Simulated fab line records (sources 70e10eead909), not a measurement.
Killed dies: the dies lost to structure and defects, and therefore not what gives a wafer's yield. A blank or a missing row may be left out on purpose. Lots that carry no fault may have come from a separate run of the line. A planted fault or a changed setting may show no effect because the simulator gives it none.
Matching of chambers | flow nand harc | 4 sister chambers for NHARC_A_STAIRCASE_ALD_415 on ald hk-02
The step deposits SiO2, target thk 30 nm, pulse time 6 s, ald cycles 300. 18 wafers are shown with their chamber, then 9 later ones without.

WAFERS PAIRED WITH THEIR CHAMBERS
wafer  | chamber | heater power w (W) | precursor pulse height rel
L081.2 | 1       | 489                | 0.981
L081.3 | 2       | 449                | 0.997
L081.6 | 1       | 472                | 0.973
L083.3 | 2       | 432                | 1.021
L083.5 | 2       | 457                | 1.005
L083.6 | 3       | 468                | 0.982
L084.4 | 2       | 454                | 0.971
L084.5 | 3       | 478                | 0.989
L084.6 | 0       | 475                | 0.979
L087.1 | 0       | 470                | 0.983
L087.2 | 2       | 449                | 1.018
L087.5 | 3       | 465                | 1.016
L090.3 | 1       | 507                | 0.937
L090.4 | 0       | 466                | 0.990
L090.5 | 3       | 468                | 0.976
L092.1 | 2       | 441                | 1.031
L092.3 | 0       | 462                | 1.000
L092.6 | 0       | 467                | 1.015

SIGNATURES (averages over the wafers above)
reading                    | chamber 0 | chamber 1 | chamber 2 | chamber 3 | scatter within a chamber
heater power w             | 468.00    | 489.33    | 447.00    | 469.75    | 9.34
precursor pulse height rel | 0.99340   | 0.96367   | 1.00717   | 0.99075   | 0.0192
Rule: a wafer lies at a distance from a chamber equal to the root of the sum of squares, over the readings, of (its reading less the chamber's mean, divided by the reading's scatter). If the next closest chamber is less than 2 further off than the closest, the wafer can't be placed; otherwise it belongs to the closest. The scatter: the root of (the sum of the squares of (reading less its chamber's mean) over the shown wafers, divided by (wafers less chambers)).

WAFERS WITHOUT THEIR CHAMBER
wafer  | heater power w (W) | precursor pulse height rel
L095.2 | 472                | 0.987
L095.3 | 443                | 1.024
L095.4 | 496                | 0.984
L094.2 | 485                | 1.037
L094.3 | 482                | 0.988
L094.6 | 496                | 1.008
L097.1 | 479                | 1.018
L097.5 | 449                | 1.018
L097.6 | 473                | 0.957

WHICH CHAMBER EACH WENT THROUGH
wafer  | from the rows above               | in truth
L095.2 | can't be placed: 3 or 0 or 1      | 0
L095.3 | 2                                 | 2
L095.4 | can't be placed: 1 or 3 or 0      | 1
L094.2 | can't be placed: 3 or 0 or 1 or 2 | 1
L094.3 | can't be placed: 3 or 1 or 0      | 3
L094.6 | can't be placed: 1 or 3 or 0      | 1
L097.1 | can't be placed: 3 or 0 or 1 or 2 | 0
L097.5 | can't be placed: 2 or 0           | 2
L097.6 | can't be placed: 1 or 3 or 0      | 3
Correctly placed: 1 of 9. These rows do not allow placing 8 (true chamber among the candidates in 8). Placed wrongly: 0.
